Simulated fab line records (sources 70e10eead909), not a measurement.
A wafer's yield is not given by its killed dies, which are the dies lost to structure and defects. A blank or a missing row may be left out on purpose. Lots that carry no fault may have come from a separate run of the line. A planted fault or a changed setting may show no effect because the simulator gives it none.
fab line records	flow nand-harc
record lots=12	wafers=36	last-day=33
route steps=1302 shown P_M2@336 P_BONDPAD@364 END@1302
lots with no fault: from the same line, run without faults
start-h: start of the lot's first displayed wafer, in hours after the record's first day	wait-h: hours since the lot's step before	" same as the row above	L1.1+2: a row that stands for several wafers	- no value, or no start was given	* or withheld: withheld	< > ~ a bound
route shown NAME@n: names a module that has steps shown in the file, with the first one's number in the route	usual: mean/standard deviation of fault-free wafers	same: alike in all rows	chamber/n: place in a boat	sites: per-site readings	_std_site: standard deviation across them	_edge_site: outer sites' mean less inner sites'	radius-mm: how far each site lies from the wafer's centre	mask NAME#n: copy n	behind: tool/chamber where the wafer was last shaped	hold: why the lot went on hold/how many hours it stayed there/how the hold came to an end	device: which transistor (n, p or np) failed to switch	end of line: the same wafers' tests at the end of the route	step lacking rows: just its recipe	killed: the dies lost at the first sort to structure and to defects; this is not the yield of the wafer	map: dies across one wafer; x = killed, . = not, _ = none there
set.NAME: the run value of the setting; set.NAME@STEP: its run value at that earlier step	model.NAME: the simulator's own value behind a step, which no gauge read
the route's steps for a sample of lots (tables are steps, rows are wafers)
services: a tool's chamber out of use, with start hour (start-h, from the record's first day; less than 0 if before it), hours out, and reason
## steps
# step NHARC_P_M2_ETCH_28
# recipe target-depth-a=300	over-etch-frac=0.3	time-s=72.99	ion-energy-ev=150	cf4-flow-sccm=50	n2-flow-sccm=100	ar-flow-sccm=150	rf-w=300	bias-w=100	chemistry=CF4/N2
# usual drypump-motor-current-A=5.7/0.46	oes-product-au=0.998/0.014	rf-vpp-V=313.9/1.6	showerhead-plenum-p-Torr=2.60/0.078	throttle-valve-pct=19.794/0.0097
lot.wafer	tool	chamber	start-h	wait-h	drypump-motor-current-A	oes-product-au	rf-hours-counter-h	rf-vpp-V	showerhead-plenum-p-Torr	throttle-valve-pct
L561.2	rie-diel-10	3	-	-	6.6	0.982	4.4	311.3	2.51	19.796
L561.1	"	0	"	"	5.1	1.016	3.5	314.8	2.63	19.800
L561.4	"	2	"	"	5.1	0.989	4.2	312.6	2.51	19.794
L562.1	rie-diel-02	0	-	-	5.6	1.001	5.0	313.7	2.60	19.788
L562.3	"	1	"	"	6.1	0.995	4.7	315.7	2.71	19.812
L562.5	"	3	"	"	5.8	0.980	-	315.4	2.64	19.788
L563.4	rie-diel-02	0	-	-	5.6	1.000	5.8	313.5	2.60	19.802
L563.1	"	1	"	"	6.1	0.991	5.4	315.2	2.71	19.808
L563.3	"	2	"	"	5.4	0.994	5.2	315.7	2.60	19.788
L571.4	rie-diel-02	1	-	-	6.1	0.990	0.9	315.8	2.70	19.784
L571.6	"	2	"	"	5.4	0.993	-	312.3	2.60	19.793
L571.5	"	3	"	"	5.9	1.002	-	313.5	2.64	19.789
L572.1	rie-diel-02	0	-	-	5.6	1.013	1.1	313.7	2.60	19.797
L572.4	"	1	"	"	6.1	0.974	1.2	315.5	2.70	19.801
L572.2	"	2	"	"	5.4	0.983	1.5	314.6	2.60	19.798
L575.3	rie-diel-05	3	-	-	6.1	0.997	1.6	313.2	2.57	19.792
L575.5	"	3	"	"	6.1	1.010	-	311.9	2.57	19.798
L575.6	"	0	"	"	6.0	1.019	-	312.6	2.51	19.798
L574.3	rie-diel-05	3	-	-	6.0	1.015	1.6	312.8	2.57	19.802
L574.5	"	0	"	"	6.0	1.016	-	314.0	2.51	19.794
L574.6	"	1	"	"	5.3	1.011	-	316.2	2.69	19.774
L573.3	rie-diel-05	1	-	-	5.3	0.999	0.6	315.3	2.69	19.779
L573.1	"	2	"	"	6.1	0.973	1.7	317.9	2.75	19.801
L573.6	"	1	"	"	5.3	1.003	-	315.6	2.69	19.782
L578.4	rie-diel-10	2	-	-	5.1	1.021	5.0	311.8	2.50	19.811
L578.2	"	3	"	"	6.6	0.966	3.9	311.0	2.50	19.817
L578.6	"	1	"	"	5.6	0.994	-	311.6	2.54	19.793
L579.3	rie-diel-05	0	-	-	6.0	1.023	5.3	312.6	2.51	19.786
L579.5	"	1	"	"	5.3	0.999	-	315.6	2.69	19.795
L579.6	"	2	"	"	6.1	0.999	-	316.6	2.75	19.779
L580.1	rie-diel-05	1	-	-	5.4	0.997	4.6	316.2	2.69	19.789
L580.3	"	2	"	"	6.2	1.000	4.6	317.1	2.75	19.799
L580.4	"	0	"	"	6.1	1.021	5.6	312.5	2.51	19.787
L583.4	rie-diel-10	1	-	-	5.6	0.990	8.9	312.7	2.54	19.811
L583.2	"	2	"	"	5.1	1.019	7.7	312.2	2.50	19.798
L583.3	"	3	"	"	6.6	0.971	7.1	312.0	2.50	19.785
# step NHARC_P_M2_PRE_CLEAN_32
# recipe time-s=12	temp-c=370	rf-power-w=300	gas=NH3
# usual heater-power-outer-w=339/55	heater-power-w=605/84
lot.wafer	tool	chamber	start-h	wait-h	heater-power-outer-w	heater-power-w
L561.2	pecvd-04	1	145.44	0.1	375	604
L561.1	"	2	"	"	409	701
L561.4	"	2	"	"	389	728
L562.3	pecvd-04	2	149.99	0.1	444	772
L562.1	"	1	"	"	365	619
L562.5	"	1	"	"	379	609
L563.1	pecvd-04	1	161.49	0.1	327	534
L563.3	"	2	"	"	430	755
L563.4	"	1	"	"	324	558
L571.4	pecvd-03	2	243.82	0.1	287	515
L571.6	"	0	"	"	372	594
L571.5	"	1	"	"	305	592
L572.1	pecvd-04	1	250.64	0.1	397	662
L572.2	"	0	"	"	451	813
L572.4	"	2	"	"	438	737
L575.3	pecvd-02	1	275.17	0.1	343	622
L575.6	"	2	"	"	296	493
L575.5	"	0	"	"	340	646
L574.3	pecvd-03	1	275.97	0.1	251	526
L574.5	"	1	"	"	247	509
L574.6	"	2	"	"	273	500
L573.1	pecvd-02	0	278.48	0.1	268	571
L573.3	"	1	"	"	270	525
L573.6	"	0	"	"	274	582
L578.2	pecvd-03	0	310.51	0.1	377	648
L578.6	"	0	"	"	388	619
L578.4	"	1	"	"	329	639
L579.3	pecvd-03	2	323.97	0.1	323	559
L579.5	"	1	"	"	328	615
L579.6	"	0	"	"	381	623
L580.3	pecvd-04	0	339.12	0.1	373	685
L580.1	"	1	"	"	368	607
L580.4	"	0	"	"	381	689
L583.3	pecvd-03	0	360.55	0.1	342	569
L583.2	"	2	"	"	286	518
L583.4	"	0	"	"	336	569
# step NHARC_P_M2_DEP_33
# recipe target-thk-a=300	temp-c=370	target-thk-nm=30	pressure-torr=3	flow-sccm=200	rf-w=450	material=SiCN
# usual chamber-pressure-Torr=3.000/0.0068	heater-power-outer-w=301/53	heater-power-w=556/82
lot.wafer	tool	chamber	start-h	wait-h	chamber-pressure-Torr	heater-power-outer-w	heater-power-w
L561.2	pecvd-04	1	145.52	0.1	3.004	335	579
L561.1	"	2	"	"	3.001	344	647
L561.4	"	2	"	"	3.002	343	643
L562.3	pecvd-04	2	150.07	0.1	-	-	-
L562.1	"	1	"	"	-	-	-
L562.5	"	1	"	"	-	-	-
L563.1	pecvd-04	1	161.59	0.1	-	-	-
L563.3	"	2	"	"	-	-	-
L563.4	"	1	"	"	-	-	-
L571.4	pecvd-03	2	243.99	0.2	2.997	274	508
L571.6	"	0	"	"	3.000	332	563
L571.5	"	1	"	"	2.993	271	545
L572.1	pecvd-04	1	250.72	0.1	2.993	299	517
L572.2	"	0	"	"	3.000	429	776
L572.4	"	2	"	"	2.999	362	675
L575.3	pecvd-02	1	275.25	0.1	2.989	296	557
L575.6	"	2	"	"	2.999	253	444
L575.5	"	0	"	"	3.004	222	509
L574.3	pecvd-03	1	276.08	0.1	3.010	277	563
L574.5	"	1	"	"	3.008	280	558
L574.6	"	2	"	"	2.988	280	517
L573.1	pecvd-02	0	278.56	0.1	3.002	305	612
L573.3	"	1	"	"	2.988	245	487
L573.6	"	0	"	"	2.998	297	628
L578.2	pecvd-03	0	310.62	0.1	2.994	326	559
L578.6	"	0	"	"	2.995	328	557
L578.4	"	1	"	"	2.996	241	491
L579.3	pecvd-03	2	324.08	0.1	2.993	250	469
L579.5	"	1	"	"	3.007	270	552
L579.6	"	0	"	"	3.005	346	574
L580.3	pecvd-04	0	339.23	0.1	3.000	323	623
L580.1	"	1	"	"	3.002	323	544
L580.4	"	0	"	"	2.996	320	620
L583.3	pecvd-03	0	360.63	0.1	2.995	323	537
L583.2	"	2	"	"	3.021	290	512
L583.4	"	0	"	"	2.996	316	546
# step NHARC_P_BONDPAD_CD_MEAS_09
# recipe target-cd-nm=500	landing-energy-ev=500
# usual cd-nm=499/3.1
lot.wafer	tool	chamber	start-h	wait-h	cd-nm
L561.1	cd-sem-02	0	147.13	-	499
L561.2	"	0	"	"	502
L561.4	"	0	"	"	500
L562.1	cd-sem-01	0	151.61	-	501
L562.3	"	0	"	"	498
L562.5	"	0	"	"	498
L563.1	cd-sem-02	0	163.19	-	502
L563.3	"	0	"	"	492
L563.4	"	0	"	"	502
L571.4	cd-sem-02	0	245.38	-	502
L571.5	"	0	"	"	496
L571.6	"	0	"	"	497
L572.1	cd-sem-03	0	252.35	-	501
L572.2	"	0	"	"	500
L572.4	"	0	"	"	503
L575.3	cd-sem-02	0	276.86	-	495
L575.5	"	0	"	"	500
L575.6	"	0	"	"	500
L574.3	cd-sem-03	0	277.68	-	500
L574.5	"	0	"	"	503
L574.6	"	0	"	"	496
L573.1	cd-sem-01	0	280.20	-	500
L573.3	"	0	"	"	500
L573.6	"	0	"	"	501
L578.2	cd-sem-03	0	312.09	-	497
L578.4	"	0	"	"	501
L578.6	"	0	"	"	499
L579.3	cd-sem-02	0	325.68	-	503
L579.5	"	0	"	"	502
L579.6	"	0	"	"	503
L580.1	cd-sem-03	0	340.82	-	499
L580.3	"	0	"	"	497
L580.4	"	0	"	"	501
L583.2	cd-sem-02	0	362.14	-	496
L583.3	"	0	"	"	496
L583.4	"	0	"	"	501
# step NHARC_END_SORT_01
# recipe temp-c=25
# usual defect-limited-yield=91.5/2.7	killed-at-array=52/19	killed-at-other=0.9/1.3	killed-at-periphery=4/3.1	killed-dies=57/18	killed-open=3.2/1.7	killed-short=2.3/1.4	sort_bin_2_pct=2.9/1.2	sort_bin_3_pct=0.6/0.42	sort_bin_4_pct=4.9/1.5	sort-n-pass=620/18	sort-rim-yield-pct=93/4.3	sort-yield-pct=91.5/2.7
# same gross-dies=677	sort_bin_5_pct[%]=0	sort_bin_6_pct[%]=0	sort_bin_7_pct[%]=0	sort_bin_8_pct[%]=0	sort-rim-n-gross=106.00
lot.wafer	tool	chamber	start-h	wait-h	defect-limited-yield[%]	killed-at-array	killed-at-other	killed-at-periphery	killed-dies	killed-open	killed-short	sort_bin_2_pct[%]	sort_bin_3_pct[%]	sort_bin_4_pct[%]	sort-n-pass	sort-rim-yield-pct[%]	sort-yield-pct[%]
L571.4	prober-01	0	674.83	3.4	86.3	88	0	5	93	3	0	5.6	0.9	7.2	584	97	86.3
L571.5	prober-01	0	675.62	3.7	87.9	80	0	2	82	5	2	4.6	0.7	6.8	595	98	87.9
L571.6	prober-01	0	676.42	4.0	90.3	63	1	2	66	4	2	3.2	0.6	5.9	611	86	90.3
L575.3	prober-01	0	696.74	3.1	92.8	41	0	8	49	4	1	2.5	0.3	4.4	628	99	92.8
L575.5	prober-01	0	698.33	3.7	91.4	51	0	7	58	2	8	2.7	0.9	5.0	619	95	91.4
L575.6	prober-01	0	699.13	4.0	90.4	50	0	15	65	6	3	2.4	0.9	6.4	612	99	90.4
L574.3	prober-02	0	696.75	3.1	90.5	59	1	4	64	4	3	3.1	0.4	5.9	613	87	90.5
L574.5	prober-02	0	698.36	3.7	89.1	70	0	4	74	5	4	3.8	0.7	6.4	603	95	89.1
L574.6	prober-02	0	699.16	4.0	91.9	52	0	3	55	7	1	2.8	0.6	4.7	622	86	91.9
L583.2	prober-02	0	781.72	2.8	92.6	45	2	3	50	1	1	2.4	0.3	4.7	627	92	92.6
L583.3	prober-02	0	782.52	3.1	90.8	57	4	1	62	2	2	1.9	0.9	6.4	615	97	90.8
L583.4	prober-02	0	783.33	3.4	93.9	36	2	3	41	4	4	1.5	0.6	4.0	636	89	93.9
# killed by level:class
L571.4 A_CHANNEL_HOLE_D1:chamber-film-flake=35 A_SLIT:chamber-film-flake=33 A_CHANNEL_HOLE_D2:chamber-film-flake=13 P_M2:chamber-film-flake=3 A_CONTACT:chamber-film-flake=2 A_ZERO_WELL:chamber-film-flake=2 P_M0:geometric-particle:open=1 A_CHANNEL_HOLE_D1:geometric-particle:open=1
L571.5 A_CHANNEL_HOLE_D1:chamber-film-flake=30 A_SLIT:chamber-film-flake=30 A_CHANNEL_HOLE_D2:chamber-film-flake=8 A_STAIRCASE:chamber-film-flake=5 A_M0:geometric-particle:open=2 P_CONTACT:geometric-particle:open=1 A_ONON_D1:geometric-particle:open=1 A_CHANNEL_FILL_D2:geometric-particle:open=1
L571.6 A_CHANNEL_HOLE_D1:chamber-film-flake=31 A_SLIT:chamber-film-flake=14 A_CHANNEL_HOLE_D2:chamber-film-flake=6 A_STAIRCASE:chamber-film-flake=3 A_ZERO_WELL:chamber-film-flake=2 P_CONTACT:geometric-particle:open=1 A_DECK1_JOINT:geometric-particle:short=1 A_CHANNEL_HOLE_D2:geometric-particle:open=1
L575.3 A_CHANNEL_HOLE_D1:chamber-film-flake=29 P_GATE:chamber-film-flake=6 A_SLIT:chamber-film-flake=2 A_STAIRCASE:chamber-film-flake=2 A_M1:chamber-film-flake=2 P_M0:geometric-particle:open=1 A_ONON_D1:geometric-particle:open=1 A_ONON_D2:geometric-particle:open=1
L574.3 A_CHANNEL_HOLE_D2:chamber-film-flake=25 A_SLIT:chamber-film-flake=17 A_CONTACT:chamber-film-flake=5 P_M1:chamber-film-flake=2 A_STAIRCASE:chamber-film-flake=2 P_CONTACT:geometric-particle:open=1 P_M0:geometric-particle:short=1 A_ONON_D1:geometric-particle:open=1
L575.5 A_CHANNEL_HOLE_D1:chamber-film-flake=32 P_GATE:chamber-film-flake=5 A_STAIRCASE:chamber-film-flake=4 A_WL_FILL:geometric-particle:short=3 A_SLIT:chamber-film-flake=3 A_ONON_D1:geometric-particle:short=2 P_M0:geometric-particle:open=1 P_M2:geometric-particle:short=1
L574.5 A_SLIT:chamber-film-flake=29 A_CHANNEL_HOLE_D2:chamber-film-flake=10 A_CONTACT:chamber-film-flake=8 A_CHANNEL_HOLE_D1:chamber-film-flake=7 A_STAIRCASE:chamber-film-flake=3 A_WL_FILL:chamber-film-flake=3 A_ONON_D2:geometric-particle:open=2 P_CONTACT:geometric-particle:short=1
L575.6 A_CHANNEL_HOLE_D1:chamber-film-flake=33 P_GATE:chamber-film-flake=11 A_STAIRCASE:chamber-film-flake=4 A_SLIT:chamber-film-flake=4 P_GATE:geometric-particle:short=1 P_M0:geometric-particle:open=1 P_M1:geometric-particle:open=1 A_CHANNEL_HOLE_D1:geometric-particle:short=1
L574.6 A_SLIT:chamber-film-flake=18 A_CONTACT:chamber-film-flake=11 A_CHANNEL_HOLE_D2:chamber-film-flake=5 A_ONON_D1:geometric-particle:open=3 A_STAIRCASE:chamber-film-flake=3 A_DECK1_JOINT:geometric-particle:open=2 P_GATE:chamber-film-flake=2 A_CHANNEL_HOLE_D1:chamber-film-flake=2
L583.2 A_CHANNEL_HOLE_D1:chamber-film-flake=18 A_CHANNEL_HOLE_D2:chamber-film-flake=12 A_CONTACT:chamber-film-flake=6 A_SLIT:chamber-film-flake=5 P_GATE:chamber-film-flake=3 A_STAIRCASE:chamber-film-flake=2 THIN_TSV:chamber-film-flake=2 A_WL_FILL:geometric-particle:short=1
L583.3 A_CHANNEL_HOLE_D2:chamber-film-flake=20 A_SLIT:chamber-film-flake=15 A_CHANNEL_HOLE_D1:chamber-film-flake=13 THIN_TSV:chamber-film-flake=4 A_CONTACT:chamber-film-flake=3 A_WL_FILL:chamber-film-flake=3 P_M1:geometric-particle:open=1 A_ONON_D1:geometric-particle:short=1
L583.4 A_CHANNEL_HOLE_D2:chamber-film-flake=12 A_SLIT:chamber-film-flake=8 A_CHANNEL_HOLE_D1:chamber-film-flake=5 A_CONTACT:chamber-film-flake=4 P_M0:geometric-particle:open=1 P_M2:geometric-particle:short=1 A_ONON_D1:geometric-particle:short=1 A_CHANNEL_HOLE_D1:geometric-particle:open=1
## services
tool	chamber	start-h	hours	kind
rie-diel-10	-	129.16	3.4	repair
pecvd-03	0	138.96	10.2	repair
pecvd-02	-	144.82	1.4	repair
rie-diel-10	1	172.55	2.6	repair
rie-diel-10	3	180.49	2.1	repair
rie-diel-10	0	184.58	1.4	repair
pecvd-03	-	185.25	13.0	pm
rie-diel-05	-	190.68	2.6	repair
rie-diel-10	-	200.96	1.0	repair
rie-diel-02	-	216.70	9.0	pm
pecvd-02	-	227.45	13.0	pm
rie-diel-05	-	229.65	9.0	pm
rie-diel-10	0	234.53	13.7	repair
rie-diel-10	-	242.50	9.0	pm
pecvd-02	0	252.44	8.4	repair
rie-diel-05	1	254.30	11.8	repair
rie-diel-02	3	254.78	8.2	repair
pecvd-04	-	269.02	13.0	pm
rie-diel-02	3	294.24	3.5	repair
pecvd-02	2	302.02	4.3	repair
pecvd-04	0	307.35	5.0	repair
pecvd-02	2	343.99	4.8	repair
pecvd-03	-	349.53	1.3	repair
rie-diel-02	3	353.74	5.9	repair
## key
first-sign step=NHARC_P_M2_DEP_33	reading=tool-record	direction=missing
effect none on later readings
met-at NHARC_P_M2_DEP_33
struck-lots L562,L563
not-acting-at NHARC_P_M2_ETCH_28,NHARC_P_M2_PRE_CLEAN_32,NHARC_P_BONDPAD_CD_MEAS_09
onset-between 145.52 150.07
fault kind=skipped-step-whole	tool=pecvd-04	chamber=-	onset-h=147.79	steps=NHARC_P_M2_DEP_33	scope=struck-lots-only
